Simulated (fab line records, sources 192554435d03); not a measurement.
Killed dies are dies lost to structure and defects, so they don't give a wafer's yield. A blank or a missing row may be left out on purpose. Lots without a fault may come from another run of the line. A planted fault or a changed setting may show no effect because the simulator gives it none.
fab line records | flow n5_finfet
record lots=6 wafers=18 last_day=19
route steps=1938 shown BEOL_M2@847 BEOL_M4@1111
lots that met no fault: from a run of the same line without faults
start_h: hours from the record's first day to the start of the lot's first wafer shown | wait_h: hours since the lot's step before | " the same as in the row above | L1.1+2: a row that stands for several wafers | - no value, or no start given | * or withheld: withheld | < > ~ a bound
route shown NAME@n: a module of which the file shows steps, and the number in the route of the first | usual: mean/standard deviation of fault-free wafers | same: alike in all rows | chamber/n: place in a boat | sites: the reading at each site | _std_site: their standard deviation | _edge_site: outer sites' mean less inner sites' | radius_mm: how far each site lies from the wafer's centre | mask NAME#n: copy n | behind: the tool/chamber that last shaped the wafer | hold: why the lot was held/for how many hours/how that ended | device: the transistor (n, p or np) that didn't switch | end of line: the same wafers' tests at the end of the route | a step without rows: its recipe alone | killed: dies lost to structure and defects at the first sort, not the wafer's yield | map: a wafer's dies, x killed, . not, _ none there
set.NAME: the setting as run; set.NAME@STEP: as run at that earlier step | model.NAME: the simulator's own value behind a step, which no gauge read
lots at some steps of the route; a table a step, a row a wafer
services: from which hour (start_h, from the record's first day; less than 0 if before it) a tool's chamber was out of use, for how many hours, and why
## steps
# step N5_BEOL_M2_COAT_73
# recipe resist=underlayer temp_c=205 time_s=60 spin_rpm=1500 resist_thk_nm=5
# step N5_BEOL_M2_COAT_05
# recipe resist=CAR-EUV spin_rpm=1500 resist_thk_nm=30
# step N5_BEOL_M2_EBR_07
# recipe solvent=PGMEA ebr_width_mm=1.5
# step N5_BEOL_M2_SOFTBAKE_06
# recipe temp_c=110 time_s=60 resist=CAR-EUV
# step N5_BEOL_M2_EXPOSE_08
# recipe mask_id=M2 na=0.33 source_shape=dipole sigma_inner=0.369 sigma_outer=0.767 polarization=unpolarized dose_mj=41.25
# step N5_BEOL_M2_PEB_09
# recipe peb_temp_c=100 peb_time_s=60 resist=CAR-EUV
# step N5_BEOL_M2_DEVELOP_10
# recipe develop_time_s=30 developer=TMAH resist=CAR-EUV rinse_liquid=surfactant_rinse dry=air_spin dev_temp_c=23
# step N5_BEOL_M2_CD_MEAS_11
# recipe target_cd_nm=16.79 landing_energy_ev=500 detector=se_inlens polarity=opening
# usual cd_nm=16.76/0.23
# columns lot.wafer tool chamber start_h wait_h cd_nm
L474.2 cd_sem-03 0 166.96 - 16.81
L474.4 " 0 " " 16.68
L474.6 " 0 " " 16.94
L475.1 cd_sem-01 0 211.93 - 17.06
L475.2 " 0 " " 17.15
L475.4 " 0 " " 16.89
L479.2 cd_sem-01 0 232.01 - 16.68
L479.3 " 0 " " 16.51
L479.5 " 0 " " 16.76
L481.1 cd_sem-01 0 244.87 - 16.57
L481.4 " 0 " " 16.73
L481.5 " 0 " " 16.99
L487.2 cd_sem-01 0 286.86 - 16.85
L487.3 " 0 " " 16.98
L487.5 " 0 " " 16.38
L491.3 cd_sem-01 0 316.83 - 16.62
L491.5 " 0 " " 16.75
L491.6 " 0 " " 17.04
# step N5_BEOL_M2_OVL_MEAS_12
# recipe points_per_wafer=522
# usual M2_OVL=-0.3/0.66
# columns lot.wafer tool chamber start_h wait_h M2_OVL[nm]
L474.2 overlay-02 0 166.99 0.0 0.1
L474.4 " 0 " " -0.4
L474.6 " 0 " " -0.1
L475.1 overlay-02 0 211.96 0.0 -0.3
L475.2 " 0 " " -0.4
L475.4 " 0 " " 0.3
L479.2 overlay-02 0 232.04 0.0 0.0
L479.3 " 0 " " 0.2
L479.5 " 0 " " 0.0
L481.1 overlay-01 0 244.90 0.0 -0.8
L481.4 " 0 " " -0.1
L481.5 " 0 " " -0.9
L487.2 overlay-01 0 286.90 0.0 -0.3
L487.3 " 0 " " -0.5
L487.5 " 0 " " -0.8
L491.3 overlay-02 0 316.87 0.0 -0.8
L491.5 " 0 " " -0.2
L491.6 " 0 " " -2.5
# step N5_BEOL_M2_INSPECT_13
# recipe mode=adi inspect_instrument=brightfield
# usual raw_defect_count=403/98
# columns lot.wafer tool chamber start_h wait_h raw_defect_count
L474.2 defect_inspect-01 - 167.04 0.0 382
L474.4 " - " " 437
L474.6 " - " " 277
L475.1 defect_inspect-01 - 212.02 0.1 388
L475.2 " - " " 343
L475.4 " - " " 319
L479.2 defect_inspect-02 - 232.09 0.0 566
L479.3 " - " " 414
L479.5 " - " " 347
L481.1 defect_inspect-01 - 244.96 0.1 500
L481.4 " - " " 495
L481.5 " - " " 413
L487.2 defect_inspect-02 - 286.95 0.0 753
L487.3 " - " " 640
L487.5 " - " " 530
L491.3 defect_inspect-02 - 316.95 0.1 304
L491.5 " - " " 244
L491.6 " - " " 445
# step N5_BEOL_M2_DESCUM_16
# recipe chemistry=O2 time_s=7 source_power_w=50 bias_power_w=20 pressure_mtorr=20 rf_frequency_hz=2.712e+07 temp_c=40 resist=CAR-EUV o2_flow_sccm=225
# usual drypump_motor_current_A=5.8/0.38 oes_product_au=0.79/0.062 rf_vpp_V=243.6/1.3 showerhead_plenum_p_Torr=2.12/0.058 throttle_valve_pct=20.47/0.18
# columns lot.wafer tool chamber start_h wait_h drypump_motor_current_A oes_product_au rf_hours_counter_h rf_vpp_V showerhead_plenum_p_Torr throttle_valve_pct
L474.2 rie_diel-01 0 167.81 0.8 5.7 0.85 67 246.2 2.21 20.48
L474.4 " 3 " " 5.6 0.78 133 241.5 2.10 20.54
L474.6 " 1 " " 5.8 0.83 - 242.2 2.12 20.39
L475.1 rie_diel-04 3 212.26 0.2 6.5 0.75 190 243.7 2.17 20.26
L475.2 " 0 " " 6.4 0.92 16 246.6 2.22 20.29
L475.4 " 2 " " 5.5 0.70 206 244.7 2.16 20.94
L479.2 rie_diel-01 2 232.13 0.0 6.2 0.85 74 242.7 2.03 20.55
L479.3 " 1 " " 5.7 0.82 96 243.3 2.12 20.42
L479.5 " 0 " " 5.8 0.84 - 244.5 2.20 20.50
L481.1 rie_diel-01 3 245.89 0.9 5.6 0.75 152 244.2 2.09 20.55
L481.4 " 1 " " 5.8 0.82 101 244.8 2.11 20.42
L481.5 " 2 " " 6.3 0.83 - 242.8 2.03 20.54
L487.2 rie_diel-06 2 287.30 0.4 5.0 0.72 206 243.7 2.17 20.38
L487.3 " 3 " " 5.9 0.73 173 242.6 2.09 20.52
L487.5 " 2 " " 5.1 0.72 - 244.4 2.17 20.36
L491.3 rie_diel-06 0 317.41 0.5 5.9 0.71 227 244.2 2.06 20.70
L491.5 " 2 " " 5.1 0.71 - 245.3 2.17 20.41
L491.6 " 3 " " 5.8 0.72 - 243.3 2.09 20.51
# step N5_BEOL_M2_ETCH_74
# recipe chemistry=N2/H2 target=underlayer target_depth_a=65 mask_material=CAR-EUV time_s=5.2 ion_energy_ev=200 pressure_mtorr=30 source_w=840 bias_w=150 n2_flow_sccm=200 h2_flow_sccm=200 ends=cleared
# usual drypump_motor_current_A=5.8/0.38 etch_rf_on_time_s=5.16/0.063 oes_product_au=0.67/0.052 rf_vpp_V=524.9/2.4 showerhead_plenum_p_Torr=2.58/0.072 throttle_valve_pct=17.90/0.2
# columns lot.wafer tool chamber start_h wait_h drypump_motor_current_A etch_rf_on_time_s oes_product_au rf_hours_counter_h rf_vpp_V showerhead_plenum_p_Torr throttle_valve_pct
L474.2 rie_diel-01 0 167.84 0.0 5.8 5.13 0.73 67 527.3 2.68 17.92
L474.4 " 3 " " 5.6 5.08 0.66 133 523.3 2.55 17.99
L474.6 " 1 " " 5.8 5.02 0.72 - 525.1 2.57 17.82
L475.1 rie_diel-04 3 212.30 0.0 6.5 5.22 0.63 190 526.7 2.63 17.61
L475.2 " 0 " " 6.4 5.14 0.79 16 527.2 2.71 17.71
L475.4 " 2 " " 5.5 5.24 0.60 206 525.9 2.62 18.42
L479.2 rie_diel-01 2 232.16 0.0 6.2 5.17 0.72 74 522.0 2.47 17.93
L479.3 " 1 " " 5.8 5.14 0.69 96 524.1 2.57 17.84
L479.5 " 0 " " 5.8 5.27 0.70 - 527.1 2.68 17.95
L481.1 rie_diel-01 3 245.92 0.0 5.6 5.16 0.66 152 524.3 2.54 18.01
L481.4 " 1 " " 5.8 5.13 0.69 101 524.1 2.57 17.82
L481.5 " 2 " " 6.2 5.05 0.71 - 520.3 2.47 17.95
L487.2 rie_diel-06 2 287.34 0.0 5.1 5.13 0.61 206 524.7 2.63 17.89
L487.3 " 3 " " 5.9 5.16 0.62 173 523.9 2.53 17.84
L487.5 " 2 " " 5.1 5.14 0.61 - 525.6 2.63 17.88
L491.3 rie_diel-06 0 317.45 0.0 5.9 5.18 0.61 227 522.2 2.50 18.17
L491.5 " 2 " " 5.1 5.12 0.60 - 525.9 2.63 17.89
L491.6 " 3 " " 5.9 5.18 0.61 - 523.3 2.52 17.91
# step N5_BEOL_M2_ETCH_63
# recipe chemistry=CF4 target=SiARC target_depth_a=156 mask_material=CAR-EUV time_s=26 ion_energy_ev=80 pressure_mtorr=40 source_w=545 bias_w=36 Ar_flow_sccm=100 cf4_flow_sccm=100 ends=cleared
# usual drypump_motor_current_A=5.8/0.38 etch_rf_on_time_s=25.77/0.29 oes_product_au=0.67/0.052 rf_vpp_V=184.4/1.1 showerhead_plenum_p_Torr=2.17/0.054 throttle_valve_pct=15.64/0.17
# columns lot.wafer tool chamber start_h wait_h drypump_motor_current_A etch_rf_on_time_s oes_product_au rf_hours_counter_h rf_vpp_V showerhead_plenum_p_Torr throttle_valve_pct
L474.2 rie_diel-01 0 167.86 0.0 5.8 25.92 0.72 67 186.2 2.25 15.59
L474.4 " 3 " " 5.6 25.40 0.67 133 185.2 2.15 15.74
L474.6 " 1 " " 5.8 25.42 0.71 - 184.6 2.16 15.52
L475.1 rie_diel-04 3 212.32 0.0 6.5 26.06 0.63 190 185.1 2.21 15.47
L475.2 " 0 " " 6.4 25.76 0.79 17 185.9 2.27 15.47
L475.4 " 2 " " 5.4 26.06 0.60 206 185.2 2.20 16.11
L479.2 rie_diel-01 2 232.18 0.0 6.3 25.47 0.72 74 183.3 2.09 15.71
L479.3 " 1 " " 5.7 25.73 0.69 96 183.2 2.15 15.54
L479.5 " 0 " " 5.7 16.83 0.92 - 185.0 2.24 15.61
L481.1 rie_diel-01 3 245.94 0.0 5.6 16.81 0.83 152 183.5 2.15 15.80
L481.4 " 1 " " 5.8 25.51 0.69 101 184.8 2.15 15.55
L481.5 " 2 " " 6.3 16.47 0.93 - 183.9 2.08 15.74
L487.2 rie_diel-06 2 287.35 0.0 5.1 25.85 0.61 206 184.0 2.22 15.61
L487.3 " 3 " " 5.9 25.69 0.63 173 186.1 2.13 15.61
L487.5 " 2 " " 5.0 25.63 0.61 - 185.5 2.22 15.61
L491.3 rie_diel-06 0 317.47 0.0 5.9 26.04 0.60 227 184.4 2.11 15.91
L491.5 " 2 " " 5.1 25.82 0.60 - 185.4 2.21 15.63
L491.6 " 3 " " 5.9 25.93 0.62 - 182.8 2.13 15.63
# step N5_BEOL_M2_ETCH_64
# recipe chemistry=N2/H2 target=SOC target_depth_a=750 overetch_a=225 mask_material=SiARC temp_c=40 time_s=121.9 ion_energy_ev=200 pressure_mtorr=30 source_w=840 bias_w=150 n2_flow_sccm=200 h2_flow_sccm=200
# usual drypump_motor_current_A=5.8/0.38 oes_product_au=0.60/0.045 rf_vpp_V=524.9/2.1 showerhead_plenum_p_Torr=2.58/0.071 throttle_valve_pct=17.85/0.2
# columns lot.wafer tool chamber start_h wait_h drypump_motor_current_A oes_product_au rf_hours_counter_h rf_vpp_V showerhead_plenum_p_Torr throttle_valve_pct
L474.2 rie_diel-01 0 167.89 0.0 5.8 0.64 67 528.6 2.68 17.90
L474.4 " 3 " " 5.6 0.58 133 523.4 2.55 17.92
L474.6 " 1 " " 5.8 0.62 - 525.9 2.57 17.77
L475.1 rie_diel-04 3 212.34 0.0 6.4 0.57 190 526.7 2.63 17.59
L475.2 " 0 " " 6.4 0.70 17 526.9 2.71 17.67
L475.4 " 2 " " 5.5 0.53 206 526.8 2.62 18.38
L479.2 rie_diel-01 2 232.21 0.0 6.3 0.64 74 521.4 2.47 17.89
L479.3 " 1 " " 5.8 0.61 96 526.3 2.57 17.77
L479.5 " 0 " " 5.7 0.63 - 527.3 2.68 17.89
L481.1 rie_diel-01 3 245.96 0.0 5.6 0.57 152 523.1 2.54 17.96
L481.4 " 1 " " 5.8 0.61 101 525.2 2.57 17.80
L481.5 " 2 " " 6.3 0.62 - 521.5 2.47 17.90
L487.2 rie_diel-06 2 287.38 0.0 5.1 0.55 206 527.8 2.63 17.84
L487.3 " 3 " " 5.9 0.55 173 525.1 2.53 17.81
L487.5 " 2 " " 5.1 0.54 - 525.6 2.63 17.84
L491.3 rie_diel-06 0 317.49 0.0 5.9 0.53 227 524.6 2.50 18.12
L491.5 " 2 " " 5.1 0.53 - 525.2 2.63 17.83
L491.6 " 3 " " 5.9 0.56 - 523.9 2.52 17.82
# step N5_BEOL_M4_RC_MEAS_101
# usual DIBL_N=36.5/1.2 DIBL_P=36.5/1.6 IOFF_N=0.162/0.023 IOFF_P=0.221/0.03 ION_N=678/8 ION_P=466/6.3 SS_N=71.6/0.46 SS_P=73.3/0.57 VT_N=249.2/2.6 VT_P=-249/3.3
# columns lot.wafer tool chamber start_h wait_h DIBL_N[mV/V] DIBL_P[mV/V] IOFF_N[nA/um] IOFF_P[nA/um] ION_N[uA/um] ION_P[uA/um] SS_N[mV/dec] SS_P[mV/dec] VT_N[mV] VT_P[mV]
L474.2 prober-02 0 241.81 0.2 36.1 37.7 0.176 0.214 678 462 71.6 73.2 246.9 -251
L474.4 " 0 " " 36.2 38.1 0.173 0.215 675 465 71.0 73.8 247.8 -251
L474.6 " 0 " " 37.6 39.6 0.207 0.251 683 460 71.3 74.2 245.9 -246
L475.1 prober-02 0 251.10 0.0 37.5 38.4 0.179 0.268 684 474 71.4 73.6 247.0 -245
L475.2 " 0 " " 36.0 37.3 0.151 0.246 678 475 71.7 73.4 249.6 -247
L475.4 " 0 " " 34.8 36.4 0.146 0.226 674 478 71.9 73.6 246.5 -246
L479.2 prober-02 0 265.45 0.2 35.8 33.9 0.134 0.179 674 459 70.8 72.8 249.3 -253
L479.3 " 0 " " 37.2 36.5 0.172 0.213 681 462 72.0 73.1 245.3 -249
L479.5 " 0 " " 37.3 36.1 0.162 0.206 673 461 71.6 72.7 249.4 -252
L481.1 prober-02 0 287.61 0.0 37.1 37.3 0.189 0.216 674 457 72.2 74.2 248.0 -252
L481.4 " 0 " " 37.2 37.1 0.190 0.208 685 462 71.8 73.6 248.4 -254
L481.5 " 0 " " 36.5 36.4 0.179 0.199 675 457 72.6 74.2 248.9 -252
L487.2 prober-01 0 325.84 0.2 35.2 35.3 0.146 0.186 676 460 71.1 72.7 249.7 -253
L487.3 " 0 " " 35.0 34.9 0.140 0.182 686 462 71.2 72.3 250.2 -253
L487.5 " 0 " " 37.0 37.6 0.172 0.231 681 468 71.4 73.8 246.7 -250
L491.3 prober-02 0 361.84 0.3 35.3 34.2 0.128 0.175 664 456 70.1 72.8 250.6 -257
L491.5 " 0 " " 36.8 36.3 0.149 0.200 668 463 71.1 72.9 251.3 -252
L491.6 " 0 " " 36.7 36.7 0.161 0.210 683 465 71.8 73.6 251.0 -253
## services
# columns tool chamber start_h hours kind
rie_diel-06 - 152.62 0.9 repair
rie_diel-01 0 161.28 4.4 repair
rie_diel-01 1 187.71 6.8 repair
rie_diel-06 1 214.42 9.5 repair
rie_diel-01 - 234.77 2.8 pm
rie_diel-06 3 258.10 3.1 repair
rie_diel-04 3 260.32 20.8 repair
rie_diel-06 1 301.28 8.3 repair
rie_diel-06 - 310.71 2.8 pm
rie_diel-01 0 311.39 14.6 repair
## key
first_sign step=N5_BEOL_M2_ETCH_63 reading=etch_rf_on_time_s direction=down sigmas=31 usual=* struck=*
effect step=N5_BEOL_M2_ETCH_63 reading=oes_product_au direction=up sigmas=4.2 usual=0.67 struck=0.89
met_at N5_BEOL_M2_ETCH_63
struck_wafers L479.5,L481.1,L481.5
onset_between 167.86 232.18
fault kind=process_parameter_drift tool=rie_diel-01 chamber=- onset_h=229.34 steps=N5_BEOL_M2_ETCH_63 channel=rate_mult offset=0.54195 shape=step end_h=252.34 scope=struck_wafers_only
